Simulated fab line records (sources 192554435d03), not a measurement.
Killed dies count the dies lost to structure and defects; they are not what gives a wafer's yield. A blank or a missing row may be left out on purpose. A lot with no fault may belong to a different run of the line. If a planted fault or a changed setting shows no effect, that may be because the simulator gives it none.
Which tool is to blame? | flow n5_finfet | 14 lots, 42 wafers sampled, at 1 step of a route of 1938

== WHAT EACH GAUGE READ, for each wafer ==
N5_BEOL_M7_INSPECT_13: inspects for defects (brightfield).
lot  | measured     | on                | raw_defect_count
L928 | day 9 08:23  | defect_inspect-02 | 587 407 398
L930 | day 9 08:43  | defect_inspect-02 | 390 478 322
L927 | day 9 09:22  | defect_inspect-02 | 483 498 444
L929 | day 9 10:08  | defect_inspect-01 | 362 466 443
L933 | day 10 11:14 | defect_inspect-01 | 299 336 288
L932 | day 10 11:34 | defect_inspect-01 | 279 476 281
L934 | day 10 19:58 | defect_inspect-02 | 320 366 486
L935 | day 11 05:37 | defect_inspect-02 | 378 503 350
L939 | day 11 20:20 | defect_inspect-01 | 642 438 505
L940 | day 12 15:41 | defect_inspect-01 | 456 467 457
L941 | day 12 22:05 | defect_inspect-02 | 377 469 313
L948 | day 14 08:49 | defect_inspect-02 | 350 517 356
L949 | day 14 18:52 | defect_inspect-02 | 439 437 561
L950 | day 15 05:14 | defect_inspect-02 | 443 522 379

== WHICH TOOL RAN EACH LOT (tool, then ch and the chambers of the sampled wafers, then the start) ==
There is no process step in the record ahead of these readings.

== AS READ BY THE TOOLS THEMSELVES (means over the sampled wafers that have a number; for cases with no such wafer, the mark the record gives instead) ==
The record holds no such reading with a usual standard deviation.

== THE ANSWER, worked out from the rows above alone ==
Rule: what is usual is taken from the lots themselves. Put in order of their means at a reading, lots are off if they are a third of the lots or fewer, leave a main group of 4 or more, and stand apart from it by a gap of 3 or more times the standard deviation of the main group's means; of several such gaps the widest counts. If all means in a main group match to the digits the tables above print for the reading, that group is not used. Also off: a lot with no number at a reading for which 4 or more lots have one. The other lots that the step has rows for count as sound. After the gauges, taken in route order, come the tools' own readings; for these a lot's mean is taken, as printed above. The first step at which some lot is off is used, and at that step the reading that is off furthest; a lot without a number counts as furthest.
No lot is off on any of the readings shown, so nothing can be concluded from this.

== WHAT THE SIMULATOR HAD PUT IN ==
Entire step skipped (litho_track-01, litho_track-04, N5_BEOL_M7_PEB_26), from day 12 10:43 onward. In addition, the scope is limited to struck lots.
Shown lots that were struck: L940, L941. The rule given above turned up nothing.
